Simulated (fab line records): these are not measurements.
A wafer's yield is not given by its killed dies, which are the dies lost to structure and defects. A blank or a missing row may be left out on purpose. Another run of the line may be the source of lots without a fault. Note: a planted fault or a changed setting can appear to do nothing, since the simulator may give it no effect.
fab line records + flow n5-finfet
record:
- lots: 5
- wafers: 15
- last-day: 17
route steps=1938 shown BEOL_M15@1797
lots untouched by any fault: they come from a run of this same line in which no faults occurred
start-h: hours from the record's opening day to when the first of the lot's shown wafers began + wait-h: time in hours since the lot's previous step + " the same as in the row above + L1.1+2: several wafers, shown together as one row + - either no value or no given start + * or withheld: withheld + < > ~ a bound
route shown NAME@n: NAME is a module with steps in the file, n the number in the route of the first one + usual: mean/standard deviation taken from wafers without a fault + same: alike in all rows + chamber/n: place in a boat + sites: the reading at each site + _std_site: their standard deviation + _edge_site: mean of outer sites minus mean of inner sites + radius-mm: for every site, how far away it sits from the centre of the wafer + mask NAME#n: copy n + behind: the tool/chamber that last shaped the wafer + hold: cause of the lot's hold/its duration in hours/its outcome + device: the transistor (n, p or np) that didn't switch + end of line: tests of these same wafers at the route's end + a step without rows: its recipe alone + killed: dies lost to structure and defects at the first sort, not the wafer's yield + map: the dies of a wafer, with x for killed, . for not killed, _ for no die there
set.NAME: the setting as run; set.NAME@STEP: as run at that earlier step + model.NAME: the simulator's own value behind a step, which no gauge read
lots at selected steps of the route; one table per step, one row per wafer
services: the hour from which a tool's chamber was out of use, counted from the record's first day as start-h (under 0 if before that day), plus the number of hours and why
== steps ==
step: N5_BEOL_M15_COAT_22
recipe:
- spin-rpm: 1704
- resist-thk-nm: 800
step: N5_BEOL_M15_EBR_24
recipe:
- solvent: PGMEA
- ebr-width-mm: 1.5
step: N5_BEOL_M15_SOFTBAKE_23
recipe:
- temp-c: 130
- time-s: 60
step: N5_BEOL_M15_EXPOSE_25
recipe:
- mask-id: M15
- na: 0.8
- source-shape: annular
- sigma-inner: 0.5
- sigma-outer: 0.8
- polarization: unpolarized
- target-cd-nm: 400
- dose-mj: 35.5
step: N5_BEOL_M15_PEB_26
recipe:
- peb-temp-c: 130
- peb-time-s: 90
step: N5_BEOL_M15_DEVELOP_27
recipe:
- develop-time-s: 45
- rinse-liquid: diw
- dry: air-spin
- dev-temp-c: 21
step: N5_BEOL_M15_HARDBAKE_32
recipe:
- temp-c: 130
- time-s: 120
step: N5_BEOL_M15_CD_MEAS_28
recipe:
- target-cd-nm: 407.6
- landing-energy-ev: 500
- detector: se-inlens
usual:
- cd-nm: 406.9/2
| lot.wafer | tool      | chamber | start-h | wait-h | cd-nm |
|-----------|-----------|---------|---------|--------|-------|
| L482.1    | cd-sem-03 | 0       | 275.24  | -      | 408.5 |
| L482.4    | "         | 0       | "       | "      | 408.8 |
| L482.6    | "         | 0       | "       | "      | 406.3 |
| L486.1    | cd-sem-01 | 0       | 283.14  | -      | 408.0 |
| L486.2    | "         | 0       | "       | "      | 407.2 |
| L486.6    | "         | 0       | "       | "      | 406.8 |
| L488.1    | cd-sem-01 | 0       | 305.28  | -      | 408.9 |
| L488.2    | "         | 0       | "       | "      | 410.1 |
| L488.5    | "         | 0       | "       | "      | 409.3 |
| L495.2    | cd-sem-01 | 0       | 339.26  | -      | 410.0 |
| L495.5    | "         | 0       | "       | "      | 410.0 |
| L495.6    | "         | 0       | "       | "      | 409.2 |
| L502.2    | cd-sem-03 | 0       | 393.36  | -      | 407.1 |
| L502.4    | "         | 0       | "       | "      | 404.9 |
| L502.6    | "         | 0       | "       | "      | 403.7 |
step: N5_BEOL_M15_OVL_MEAS_29
recipe:
- points-per-wafer: 44
usual:
- M15_OVL: -3/6.6
| lot.wafer | tool       | chamber | start-h | wait-h | M15_OVL[nm] |
|-----------|------------|---------|---------|--------|-------------|
| L482.1    | overlay-01 | 0       | 275.27  | 0.0    | 5           |
| L482.4    | "          | 0       | "       | "      | -3          |
| L482.6    | "          | 0       | "       | "      | 4           |
| L486.1    | overlay-01 | 0       | 283.17  | 0.0    | -4          |
| L486.2    | "          | 0       | "       | "      | -10         |
| L486.6    | "          | 0       | "       | "      | -2          |
| L488.1    | overlay-02 | 0       | 305.31  | 0.0    | -10         |
| L488.2    | "          | 0       | "       | "      | -7          |
| L488.5    | "          | 0       | "       | "      | -14         |
| L495.2    | overlay-02 | 0       | 339.29  | 0.0    | -1          |
| L495.5    | "          | 0       | "       | "      | -1          |
| L495.6    | "          | 0       | "       | "      | 4           |
| L502.2    | overlay-02 | 0       | 393.39  | 0.0    | 7           |
| L502.4    | "          | 0       | "       | "      | 9           |
| L502.6    | "          | 0       | "       | "      | 6           |
step: N5_BEOL_M15_INSPECT_30
recipe:
- mode: adi
- inspect-instrument: macro
usual:
- raw-defect-count: 2.2/1.5
| lot.wafer | tool              | chamber | start-h | wait-h | raw-defect-count |
|-----------|-------------------|---------|---------|--------|------------------|
| L482.1    | defect-inspect-01 | -       | 275.29  | 0.0    | 1                |
| L482.4    | "                 | -       | "       | "      | 2                |
| L482.6    | "                 | -       | "       | "      | 3                |
| L486.1    | defect-inspect-02 | -       | 283.20  | 0.0    | 1                |
| L486.2    | "                 | -       | "       | "      | 3                |
| L486.6    | "                 | -       | "       | "      | 1                |
| L488.1    | defect-inspect-02 | -       | 305.33  | 0.0    | 3                |
| L488.2    | "                 | -       | "       | "      | 3                |
| L488.5    | "                 | -       | "       | "      | 1                |
| L495.2    | defect-inspect-02 | -       | 339.31  | 0.0    | 4                |
| L495.5    | "                 | -       | "       | "      | 2                |
| L495.6    | "                 | -       | "       | "      | 1                |
| L502.2    | defect-inspect-02 | -       | 393.41  | 0.0    | 1                |
| L502.4    | "                 | -       | "       | "      | 3                |
| L502.6    | "                 | -       | "       | "      | 2                |
step: N5_BEOL_M15_DESCUM_33
recipe:
- chemistry: O2
- time-s: 7.9
- source-power-w: 50
- bias-power-w: 20
- pressure-mtorr: 20
- rf-frequency-hz: 2.712e+07
- temp-c: 40
- o2-flow-sccm: 225
usual:
- drypump-motor-current-A: 5.6/0.48
- oes-product-au: 0.74/0.062
- rf-vpp-V: 243.3/1.8
- showerhead-plenum-p-Torr: 2.10/0.094
- throttle-valve-pct: 20.56/0.24
| lot.wafer | tool        | chamber | start-h | wait-h | drypump-motor-current-A | oes-product-au | rf-hours-counter-h | rf-vpp-V | showerhead-plenum-p-Torr | throttle-valve-pct |
|-----------|-------------|---------|---------|--------|-------------------------|----------------|--------------------|----------|--------------------------|--------------------|
| L482.1    | rie-diel-02 | 2       | 275.33  | 0.0    | 6.0                     | 0.76           | 140                | 241.2    | 1.93                     | 20.83              |
| L482.4    | "           | 0       | "       | "      | 5.3                     | 0.72           | 198                | 241.5    | 2.06                     | 20.61              |
| L482.6    | "           | 3       | "       | "      | 5.6                     | 0.82           | -                  | 245.1    | 2.19                     | 20.30              |
| L486.1    | rie-diel-02 | 3       | 283.28  | 0.1    | 5.6                     | 0.81           | 86                 | 244.7    | 2.19                     | 20.28              |
| L486.2    | "           | 0       | "       | "      | 5.3                     | 0.71           | 201                | 242.6    | 2.06                     | 20.62              |
| L486.6    | "           | 3       | "       | "      | 5.6                     | 0.82           | -                  | 245.7    | 2.19                     | 20.32              |
| L488.1    | rie-diel-02 | 3       | 305.37  | 0.0    | 5.6                     | 0.81           | 93                 | 245.1    | 2.18                     | 20.33              |
| L488.2    | "           | 2       | "       | "      | 6.1                     | 0.76           | 149                | 241.0    | 1.93                     | 20.84              |
| L488.5    | "           | 1       | "       | "      | 4.9                     | 0.67           | -                  | 241.0    | 1.97                     | 20.13              |
| L495.2    | rie-diel-01 | 2       | 339.41  | 0.1    | 4.8                     | 0.85           | 66                 | 244.2    | 2.20                     | 20.38              |
| L495.5    | "           | 3       | "       | "      | 5.2                     | 0.74           | -                  | 244.8    | 2.07                     | 20.68              |
| L495.6    | "           | 0       | "       | "      | 6.2                     | 0.67           | -                  | 243.9    | 2.16                     | 20.64              |
| L502.2    | rie-diel-01 | 2       | 393.45  | 0.0    | 4.8                     | 0.83           | 78                 | 244.5    | 2.20                     | 20.39              |
| L502.4    | "           | 1       | "       | "      | 5.9                     | 0.79           | 97                 | 244.2    | 2.21                     | 20.76              |
| L502.6    | "           | 1       | "       | "      | 5.8                     | 0.79           | -                  | 244.3    | 2.21                     | 20.76              |
step: N5_BEOL_M15_ETCH_61
recipe:
- chemistry: N2/H2
- target: BARC
- target-depth-a: 890
- overetch-a: 267
- time-s: 67.9
- ion-energy-ev: 200
- pressure-mtorr: 30
- source-w: 840
- bias-w: 150
- n2-flow-sccm: 200
- h2-flow-sccm: 200
usual:
- drypump-motor-current-A: 5.6/0.47
- oes-product-au: 0.64/0.051
- rf-vpp-V: 524/3.3
- showerhead-plenum-p-Torr: 2.56/0.12
- throttle-valve-pct: 18.04/0.25
| lot.wafer | tool        | chamber | start-h | wait-h | drypump-motor-current-A | oes-product-au | rf-hours-counter-h | rf-vpp-V | showerhead-plenum-p-Torr | throttle-valve-pct |
|-----------|-------------|---------|---------|--------|-------------------------|----------------|--------------------|----------|--------------------------|--------------------|
| L482.1    | rie-diel-02 | 2       | 275.36  | 0.0    | 6.1                     | 0.64           | 140                | 518      | 2.33                     | 18.16              |
| L482.4    | "           | 0       | "       | "      | 5.3                     | 0.62           | 198                | 524      | 2.54                     | 18.34              |
| L482.6    | "           | 3       | "       | "      | 5.6                     | 0.71           | -                  | 528      | 2.66                     | 17.71              |
| L486.1    | rie-diel-02 | 3       | 283.32  | 0.0    | 5.6                     | 0.70           | 86                 | 528      | 2.66                     | 17.72              |
| L486.2    | "           | 0       | "       | "      | 5.3                     | 0.61           | 201                | 524      | 2.54                     | 18.31              |
| L486.6    | "           | 3       | "       | "      | 5.6                     | 0.70           | -                  | 527      | 2.66                     | 17.72              |
| L488.1    | rie-diel-02 | 3       | 305.40  | 0.0    | 5.7                     | 0.70           | 93                 | 528      | 2.66                     | 17.74              |
| L488.2    | "           | 2       | "       | "      | 6.1                     | 0.64           | 149                | 519      | 2.32                     | 18.17              |
| L488.5    | "           | 1       | "       | "      | 4.9                     | 0.60           | -                  | 519      | 2.39                     | 17.59              |
| L495.2    | rie-diel-01 | 2       | 339.45  | 0.0    | 4.8                     | 0.73           | 66                 | 528      | 2.69                     | 17.86              |
| L495.5    | "           | 3       | "       | "      | 5.2                     | 0.61           | -                  | 524      | 2.52                     | 18.17              |
| L495.6    | "           | 0       | "       | "      | 6.2                     | 0.59           | -                  | 526      | 2.62                     | 18.14              |
| L502.2    | rie-diel-01 | 2       | 393.48  | 0.0    | 4.8                     | 0.71           | 78                 | 527      | 2.68                     | 17.86              |
| L502.4    | "           | 1       | "       | "      | 5.9                     | 0.68           | 97                 | 528      | 2.69                     | 18.25              |
| L502.6    | "           | 1       | "       | "      | 5.8                     | 0.68           | -                  | 528      | 2.69                     | 18.26              |
step: N5_BEOL_M15_TRENCH_ETCH_34
recipe:
- chemistry: C4F8/O2/Ar
- target: SiO2
- target-depth-a: 8729.3
- he-inner-torr: 15
- he-outer-torr: 30
- time-s: 199
- ion-energy-ev: 800
- pressure-mtorr: 20
- source-w: 1905
- bias-w: 2040
- Ar_flow_sccm: 400
- C4F8_flow_sccm: 16
- O2_flow_sccm: 12
usual:
- drypump-motor-current-A: 5.6/0.47
- oes_o_777_au: 0.74/0.059
- oes-product-au: 0.74/0.063
- rf-vpp-V: 2215/33
- showerhead-plenum-p-Torr: 3.46/0.14
- throttle-valve-pct: 31.10/0.24
| lot.wafer | tool        | chamber | start-h | wait-h | drypump-motor-current-A | oes_o_777_au | oes-product-au | rf-hours-counter-h | rf-vpp-V | showerhead-plenum-p-Torr | throttle-valve-pct | model.etch.depth-nm | model.coat_of_BEOL_M15_COAT_22.thk-nm |
|-----------|-------------|---------|---------|--------|-------------------------|--------------|----------------|--------------------|----------|--------------------------|--------------------|---------------------|---------------------------------------|
| L482.1    | rie-diel-02 | 2       | 275.41  | 0.0    | 6.1                     | 0.75         | 0.75           | 140                | 2207     | 3.19                     | 31.35              | 871.2               | 545                                   |
| L482.4    | "           | 0       | "       | "      | 5.3                     | 0.71         | 0.70           | 198                | 2217     | 3.43                     | 31.31              | 852.7               | 551.4                                 |
| L482.6    | "           | 3       | "       | "      | 5.6                     | 0.81         | 0.82           | -                  | 2223     | 3.63                     | 31.04              | 859.4               | 549.4                                 |
| L486.1    | rie-diel-02 | 3       | 283.37  | 0.0    | 5.7                     | 0.81         | 0.82           | 86                 | 2223     | 3.63                     | 31.05              | 860.8               | 548.6                                 |
| L486.2    | "           | 0       | "       | "      | 5.3                     | 0.70         | 0.71           | 201                | 2218     | 3.43                     | 31.34              | 857.6               | 550.8                                 |
| L486.6    | "           | 3       | "       | "      | 5.7                     | 0.82         | 0.82           | -                  | 2223     | 3.63                     | 31.06              | 866.6               | 546.2                                 |
| L488.1    | rie-diel-02 | 3       | 305.45  | 0.0    | 5.6                     | 0.81         | 1.04           | 93                 | 2222     | 3.62                     | 31.39              | 1252                | 469.8                                 |
| L488.2    | "           | 2       | "       | "      | 6.0                     | 0.75         | 0.74           | 149                | 2207     | 3.18                     | 31.37              | 878.2               | 541.8                                 |
| L488.5    | "           | 1       | "       | "      | 4.9                     | 0.69         | 0.68           | -                  | 2221     | 3.28                     | 30.66              | 854.4               | 549.8                                 |
| L495.2    | rie-diel-01 | 2       | 339.50  | 0.0    | 4.8                     | 0.83         | 0.85           | 66                 | 2197     | 3.62                     | 30.96              | 886.7               | 541.2                                 |
| L495.5    | "           | 3       | "       | "      | 5.2                     | 0.73         | 0.73           | -                  | 2193     | 3.43                     | 31.33              | 879.2               | 541.4                                 |
| L495.6    | "           | 0       | "       | "      | 6.2                     | 0.68         | 0.67           | -                  | 2214     | 3.52                     | 30.93              | 843.2               | 551                                   |
| L502.2    | rie-diel-01 | 2       | 393.53  | 0.0    | 4.8                     | 0.83         | 0.83           | 78                 | 2196     | 3.61                     | 30.96              | 880.4               | 546.6                                 |
| L502.4    | "           | 1       | "       | "      | 5.8                     | 0.79         | 0.79           | 97                 | 2237     | 3.57                     | 31.02              | 868.3               | 548.2                                 |
| L502.6    | "           | 1       | "       | "      | 5.8                     | 0.79         | 0.79           | -                  | 2235     | 3.57                     | 31.01              | 866.2               | 545.2                                 |
step: N5_BEOL_M15_STRIP_36
recipe:
- chemistry: O2
- power-w: 600
- temp-c: 60
- pressure-mtorr: 30
- rf-frequency-hz: 6e+07
- bias-power-w: 0
- overash-fraction: 0.3
- o2-flow-sccm: 225
usual:
- drypump-motor-current-A: 5.6/0.47
- oes-product-au: 0.74/0.06
- rf-vpp-V: 3.7/1
- showerhead-plenum-p-Torr: 2.11/0.088
- throttle-valve-pct: 16.83/0.21
| lot.wafer | tool        | chamber | start-h | wait-h | drypump-motor-current-A | oes-product-au | rf-hours-counter-h | rf-vpp-V | showerhead-plenum-p-Torr | throttle-valve-pct |
|-----------|-------------|---------|---------|--------|-------------------------|----------------|--------------------|----------|--------------------------|--------------------|
| L482.1    | rie-diel-02 | 3       | 276.07  | 0.5    | 5.6                     | 0.81           | 84                 | 3.0      | 2.19                     | 16.57              |
| L482.4    | "           | 0       | "       | "      | 5.3                     | 0.71           | 198                | 3.7      | 2.07                     | 16.89              |
| L482.6    | "           | 1       | "       | "      | 4.9                     | 0.68           | -                  | 3.7      | 1.98                     | 16.45              |
| L486.1    | rie-diel-02 | 0       | 291.92  | 8.4    | 5.3                     | 0.73           | 203                | 6.3      | 2.06                     | 16.91              |
| L486.2    | "           | 1       | "       | "      | 4.9                     | 0.68           | 237                | 2.6      | 1.98                     | 16.46              |
| L486.6    | "           | 0       | "       | "      | 5.3                     | 0.71           | -                  | 2.9      | 2.07                     | 16.91              |
| L488.1    | rie-diel-02 | 0       | 306.07  | 0.4    | 5.3                     | 0.70           | 208                | 5.6      | 2.06                     | 16.92              |
| L488.2    | "           | 3       | "       | "      | 5.6                     | 0.81           | 93                 | 4.2      | 2.19                     | 16.58              |
| L488.5    | "           | 0       | "       | "      | 5.3                     | 0.69           | -                  | 4.5      | 2.06                     | 16.89              |
| L495.2    | rie-diel-02 | 3       | 343.32  | 3.6    | 5.6                     | 0.79           | 106                | 3.8      | 2.18                     | 16.60              |
| L495.5    | "           | 0       | "       | "      | 5.3                     | 0.70           | -                  | 3.6      | 2.06                     | 16.93              |
| L495.6    | "           | 3       | "       | "      | 5.6                     | 0.82           | -                  | 4.6      | 2.18                     | 16.59              |
| L502.2    | rie-diel-03 | 3       | 393.76  | 0.0    | 5.8                     | 0.72           | 171                | 3.6      | 2.17                     | 16.80              |
| L502.4    | "           | 1       | "       | "      | 5.2                     | 0.68           | -                  | 4.3      | 2.08                     | 17.02              |
| L502.6    | "           | 0       | "       | "      | 5.3                     | 0.69           | -                  | 2.6      | 2.06                     | 17.07              |
step: N5_BEOL_M15_STRIP_62
recipe:
- chemistry: O2
- power-w: 600
- temp-c: 60
- pressure-mtorr: 30
- rf-frequency-hz: 6e+07
- bias-power-w: 0
- overash-fraction: 0.3
- o2-flow-sccm: 225
step: N5_BEOL_M15_STRIP_37
recipe:
- chemistry: O2
- power-w: 600
- temp-c: 60
- pressure-mtorr: 30
- rf-frequency-hz: 6e+07
- bias-power-w: 0
- overash-fraction: 0.3
- o2-flow-sccm: 225
usual:
- drypump-motor-current-A: 5.6/0.46
- oes-product-au: 0.74/0.059
- rf-vpp-V: 3.7/0.68
- showerhead-plenum-p-Torr: 2.11/0.088
- throttle-valve-pct: 16.83/0.22
| lot.wafer | tool        | chamber | start-h | wait-h | drypump-motor-current-A | oes-product-au | rf-hours-counter-h | rf-vpp-V | showerhead-plenum-p-Torr | throttle-valve-pct |
|-----------|-------------|---------|---------|--------|-------------------------|----------------|--------------------|----------|--------------------------|--------------------|
| L482.1    | rie-diel-02 | 3       | -       | -      | 5.6                     | 0.81           | 84                 | 3.7      | 2.19                     | 16.56              |
| L482.4    | "           | 0       | "       | "      | 5.3                     | 0.71           | 198                | 4.5      | 2.07                     | 16.89              |
| L482.6    | "           | 1       | "       | "      | 4.9                     | 0.67           | -                  | 4.0      | 1.98                     | 16.44              |
| L486.1    | rie-diel-02 | 0       | -       | -      | 5.3                     | 0.71           | 203                | 2.6      | 2.07                     | 16.90              |
| L486.2    | "           | 1       | "       | "      | 4.9                     | 0.68           | 237                | 2.9      | 1.98                     | 16.45              |
| L486.6    | "           | 0       | "       | "      | 5.3                     | 0.72           | -                  | 2.4      | 2.06                     | 16.91              |
| L488.1    | rie-diel-02 | 0       | -       | -      | 5.3                     | 0.71           | 208                | 3.1      | 2.06                     | 16.91              |
| L488.2    | "           | 3       | "       | "      | 5.6                     | 0.81           | 93                 | 3.5      | 2.19                     | 16.57              |
| L488.5    | "           | 0       | "       | "      | 5.3                     | 0.72           | -                  | 2.0      | 2.06                     | 16.91              |
| L495.2    | rie-diel-02 | 3       | -       | -      | 5.6                     | 0.78           | 106                | 3.0      | 2.18                     | 16.61              |
| L495.5    | "           | 0       | "       | "      | 5.3                     | 0.70           | -                  | 4.0      | 2.06                     | 16.92              |
| L495.6    | "           | 3       | "       | "      | 5.6                     | 0.79           | -                  | 3.8      | 2.18                     | 16.60              |
| L502.2    | rie-diel-03 | 3       | -       | -      | 5.8                     | 0.72           | 171                | 5.0      | 2.17                     | 16.81              |
| L502.4    | "           | 1       | "       | "      | 5.2                     | 0.70           | -                  | 3.0      | 2.08                     | 17.03              |
| L502.6    | "           | 0       | "       | "      | 5.3                     | 0.70           | -                  | 3.3      | 2.06                     | 17.07              |
step: N5_BEOL_M15_ETCH_38
recipe:
- chemistry: CF4/N2
- target: SiCN
- target-depth-a: 1064
- taper-deg: 2
- time-s: 120.5
- ion-energy-ev: 150
- mask-material: SiO2
- pressure-mtorr: 40
- source-w: 430
- bias-w: 70
- Ar_flow_sccm: 100
- cf4-flow-sccm: 60
- n2-flow-sccm: 60
step: N5_BEOL_M15_PRECLEAN_39
recipe:
- chemistry: residue-remover
- time-s: 60
- temp-c: 40
step: N5_BEOL_M15_SRD_40
recipe:
- time-s: 30
- temp-c: 23
- rinse-liquid: diw
- dry: n2-spin
- spin-rpm: 1500
- dry-time-s: 30
step: N5_BEOL_M15_DEGAS_41
recipe:
- ambient: vacuum
- temp-c: 300
- time-s: 60
usual:
- heater-power-w: 488/30
| lot.wafer | tool           | chamber | start-h | wait-h | heater-power-w |
|-----------|----------------|---------|---------|--------|----------------|
| L482.1    | pvd-sputter-03 | -       | 276.85  | 0.5    | 468            |
| L482.4    | "              | -       | "       | "      | 561            |
| L482.6    | "              | -       | "       | "      | 567            |
| L486.1    | pvd-sputter-03 | -       | 292.59  | 0.4    | 461            |
| L486.2    | "              | -       | "       | "      | 562            |
| L486.6    | "              | -       | "       | "      | 488            |
| L488.1    | pvd-sputter-02 | -       | 306.91  | 0.5    | 495            |
| L488.2    | "              | -       | "       | "      | 499            |
| L488.5    | "              | -       | "       | "      | 491            |
| L495.2    | pvd-sputter-03 | -       | 343.98  | 0.3    | 477            |
| L495.5    | "              | -       | "       | "      | 479            |
| L495.6    | "              | -       | "       | "      | 458            |
| L502.2    | pvd-sputter-02 | -       | 394.11  | 0.0    | 513            |
| L502.4    | "              | -       | "       | "      | 481            |
| L502.6    | "              | -       | "       | "      | 488            |
step: N5_BEOL_M15_PRE_CLEAN_42
recipe:
- gas: H2/He
- time-s: 30
- temp-c: 300
step: N5_BEOL_M15_SPUTTER_43
recipe:
- material: TaN
- target-thk-a: 150
- temp-c: 50
- bias-v: 168.6
- power-w: 15000
- chamber-pressure-pa: 0.12
- time-s: 24.19
step: N5_BEOL_M15_SPUTTER_44
recipe:
- material: Ta
- target-thk-a: 150
- temp-c: 50
- bias-v: 80
- power-w: 15000
- chamber-pressure-pa: 0.07
- time-s: 24.19
step: N5_BEOL_M15_SPUTTER_45
recipe:
- material: Cu
- target-thk-a: 1000
- temp-c: -20
- bias-v: 60
- power-w: 26000
- chamber-pressure-pa: 0.13
- time-s: 16.67
step: N5_BEOL_M15_ECD_47
recipe:
- material: Cu
- target-thk-a: 18600
step: N5_BEOL_M15_ANNEAL_48
recipe:
- temp-c: 225
- time-s: 90
- ambient: N2
step: N5_BEOL_M15_CMP_49
recipe:
- stop-on: SiO2
- t-overpolish-s: 4.9
- down-force-psi: 2
- platen-rpm: 80
- clearing-platen-down-force-psi: 2
- clearing-platen-rpm: 80
- post-cmp-clean: cu-alkaline
- target-thk-nm: 850
- clearing-platen-pad-velocity-m-s: 1.5917
- pad-velocity-m-s: 1.5917
usual:
- motor-current-A: 8.3/0.55
- platen-rpm: 80.00/0.057
| lot.wafer | tool   | chamber | start-h | wait-h | motor-current-A | platen-rpm | model.Cu_of_BEOL_M15_ECD_47.thk-nm |
|-----------|--------|---------|---------|--------|-----------------|------------|------------------------------------|
| L482.4    | cmp-04 | 2       | 277.92  | 0.2    | 8.8             | 79.96      | 830.2                              |
| L482.1    | "      | 3       | "       | "      | 7.9             | 79.95      | 849.2                              |
| L482.6    | "      | 1       | "       | "      | 8.9             | 79.98      | 837.2                              |
| L486.1    | cmp-04 | 1       | 293.60  | 0.3    | 8.9             | 80.07      | 838.8                              |
| L486.2    | "      | 2       | "       | "      | 9.0             | 79.95      | 835.6                              |
| L486.6    | "      | 1       | "       | "      | 8.3             | 80.13      | 843.8                              |
| L488.1    | cmp-03 | 3       | 308.19  | 0.6    | 8.8             | 80.04      | 1229                               |
| L488.2    | "      | 2       | "       | "      | 8.4             | 80.06      | 857.4                              |
| L488.5    | "      | 3       | "       | "      | 8.8             | 80.05      | 832.6                              |
| L495.2    | cmp-04 | 3       | 344.88  | 0.2    | 8.0             | 79.97      | 862.4                              |
| L495.6    | "      | 3       | "       | "      | 7.9             | 80.02      | 819.2                              |
| L495.5    | "      | 0       | "       | "      | 7.5             | 79.93      | 854.4                              |
| L502.2    | cmp-03 | 0       | 395.00  | 0.2    | 7.5             | 80.02      | 858.2                              |
| L502.4    | "      | 2       | "       | "      | 8.4             | 80.02      | 846.2                              |
| L502.6    | "      | 0       | "       | "      | 7.2             | 80.02      | 844                                |
step: N5_BEOL_M15_THK_MEAS_50
recipe:
- thk-meas-gauge: xrf
- reads: Cu_of_BEOL_M15_ECD_47
usual:
- M15_THK: 852/15
| lot.wafer | tool          | chamber | start-h | wait-h | M15_THK[nm] |
|-----------|---------------|---------|---------|--------|-------------|
| L482.1    | film-metro-02 | -       | 278.18  | -      | 847         |
| L482.4    | "             | -       | "       | "      | 826         |
| L482.6    | "             | -       | "       | "      | 835         |
| L486.1    | film-metro-02 | -       | 293.85  | -      | 859         |
| L486.2    | "             | -       | "       | "      | 857         |
| L486.6    | "             | -       | "       | "      | 862         |
| L488.1    | film-metro-01 | -       | 308.49  | -      | 1230        |
| L488.2    | "             | -       | "       | "      | 859         |
| L488.5    | "             | -       | "       | "      | 835         |
| L495.2    | film-metro-01 | -       | 345.17  | -      | 875         |
| L495.5    | "             | -       | "       | "      | 864         |
| L495.6    | "             | -       | "       | "      | 828         |
| L502.2    | film-metro-01 | -       | 395.30  | -      | 866         |
| L502.4    | "             | -       | "       | "      | 857         |
| L502.6    | "             | -       | "       | "      | 850         |
step: N5_BEOL_M15_PRE_CLEAN_52
recipe:
- gas: NH3
- time-s: 15
- temp-c: withheld
- rf-power-w: 300
step: N5_BEOL_M15_DEP_53
recipe:
- material: SiCN
- target-thk-a: 500
- temp-c: withheld
- precursor: 3MS/NH3
- pressure-torr: 3
- rf-w: 675
- time-s: 17.8
step: N5_BEOL_M15_RS_MEAS_54
recipe:
- thk-meas-gauge: four-point-probe
- reads: Cu_of_BEOL_M15_ECD_47+Ta_of_BEOL_M15_SPUTTER_44+TaN_of_BEOL_M15_SPUTTER_43
usual:
- M15_RS: 0.0218/0.00035
| lot.wafer | tool          | chamber | start-h | wait-h | M15_RS[ohm/sq] |
|-----------|---------------|---------|---------|--------|----------------|
| L482.1    | film-metro-02 | -       | 278.31  | 0.0    | 0.0216         |
| L482.4    | "             | -       | "       | "      | 0.0221         |
| L482.6    | "             | -       | "       | "      | 0.0219         |
| L486.1    | film-metro-02 | -       | 293.98  | 0.0    | 0.0219         |
| L486.2    | "             | -       | "       | "      | 0.0220         |
| L486.6    | "             | -       | "       | "      | 0.0217         |
| L488.1    | film-metro-01 | -       | 308.62  | 0.0    | 0.0148         |
| L488.2    | "             | -       | "       | "      | 0.0214         |
| L488.5    | "             | -       | "       | "      | 0.0220         |
| L495.2    | film-metro-02 | -       | 345.30  | 0.1    | 0.0213         |
| L495.5    | "             | -       | "       | "      | 0.0214         |
| L495.6    | "             | -       | "       | "      | 0.0224         |
| L502.2    | film-metro-01 | -       | 395.43  | 0.1    | 0.0214         |
| L502.4    | "             | -       | "       | "      | 0.0217         |
| L502.6    | "             | -       | "       | "      | 0.0217         |
step: N5_BEOL_M15_INSPECT_55
recipe:
- inspect-instrument: darkfield
- mode: post-dep
usual:
- raw-defect-count: 77/22
| lot.wafer | tool              | chamber | start-h | wait-h | raw-defect-count |
|-----------|-------------------|---------|---------|--------|------------------|
| L482.1    | defect-inspect-02 | -       | 278.33  | 0.0    | 67               |
| L482.4    | "                 | -       | "       | "      | 64               |
| L482.6    | "                 | -       | "       | "      | 104              |
| L486.1    | defect-inspect-02 | -       | 294.01  | 0.0    | 66               |
| L486.2    | "                 | -       | "       | "      | 60               |
| L486.6    | "                 | -       | "       | "      | 52               |
| L488.1    | defect-inspect-02 | -       | 308.64  | 0.0    | 127              |
| L488.2    | "                 | -       | "       | "      | 75               |
| L488.5    | "                 | -       | "       | "      | 113              |
| L495.2    | defect-inspect-02 | -       | 345.33  | 0.0    | 77               |
| L495.5    | "                 | -       | "       | "      | 96               |
| L495.6    | "                 | -       | "       | "      | 58               |
| L502.2    | defect-inspect-01 | -       | 395.45  | 0.0    | 52               |
| L502.4    | "                 | -       | "       | "      | 66               |
| L502.6    | "                 | -       | "       | "      | 64               |
== services ==
| tool           | chamber | start-h | hours | kind                           |
|----------------|---------|---------|-------|--------------------------------|
| cmp-04         | -       | 278.18  | 1.3   | repair                         |
| pvd-sputter-02 | -       | 285.64  | 5.0   | repair                         |
| rie-diel-02    | 2       | 286.38  | 3.2   | repair                         |
| cmp-04         | -       | 306.26  | 4.0   | pm                             |
| cmp-04         | -       | 310.26  | -     | consumable-replace:conditioner |
| cmp-04         | -       | 310.26  | -     | consumable-replace:pad         |
| rie-diel-03    | 3       | 322.36  | 15.4  | repair                         |
| rie-diel-02    | 1       | 334.87  | -     | clean                          |
| rie-diel-02    | 1       | 334.87  | -     | consumable-replace:focus-ring  |
| rie-diel-02    | 1       | 334.87  | -     | consumable-replace:showerhead  |
| rie-diel-02    | 1       | 334.87  | 27.6  | scheduled-down                 |
| rie-diel-02    | 1       | 334.87  | 27.6  | vent-cycle                     |
| rie-diel-03    | 1       | 337.77  | 14.5  | repair                         |
| cmp-03         | -       | 338.32  | 1.5   | repair                         |
| pvd-sputter-03 | -       | 338.72  | 1.8   | repair                         |
| rie-diel-01    | -       | 341.60  | 14.6  | pm                             |
| cmp-04         | -       | 343.66  | 1.1   | repair                         |
| cmp-04         | -       | 347.88  | 0.3   | repair                         |
| cmp-04         | -       | 358.43  | 2.4   | repair                         |
| cmp-04         | -       | 375.87  | 5.4   | pm                             |
| cmp-03         | -       | 379.91  | 4.0   | pm                             |
| rie-diel-03    | 0       | 382.92  | 3.2   | repair                         |
| cmp-03         | -       | 383.91  | -     | consumable-replace:conditioner |
| rie-diel-03    | 2       | 389.57  | 5.6   | repair                         |
== key ==
first-sign:
- step: N5_BEOL_M15_TRENCH_ETCH_34
- reading: oes-product-au
- direction: up
- sigmas: 4.7
- usual: 0.74
- struck: 1.04
effect:
- step: N5_BEOL_M15_THK_MEAS_50
- reading: M15_THK
- direction: up
- sigmas: 26
- usual: 852
- struck: 1230
effect:
- step: N5_BEOL_M15_RS_MEAS_54
- reading: M15_RS
- direction: down
- sigmas: 20
- usual: 0.0218
- struck: 0.0148
model-effect:
- step: N5_BEOL_M15_TRENCH_ETCH_34
- value: etch.depth-nm
- without: 866.9
- struck: 1252
model-effect:
- step: N5_BEOL_M15_CMP_49
- value: Cu_of_BEOL_M15_ECD_47.thk-nm
- without: 844.2
- struck: 1229
met-at N5_BEOL_M15_TRENCH_ETCH_34
struck-wafers L488.1
onset-between 283.37 305.45
fault:
- kind: process-parameter-drift
- tool: rie-diel-02
- chamber: -
- onset-h: 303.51
- steps: N5_BEOL_M15_TRENCH_ETCH_34
- channel: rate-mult
- offset: 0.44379
- shape: step
- end-h: 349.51
- scope: struck-wafers-only
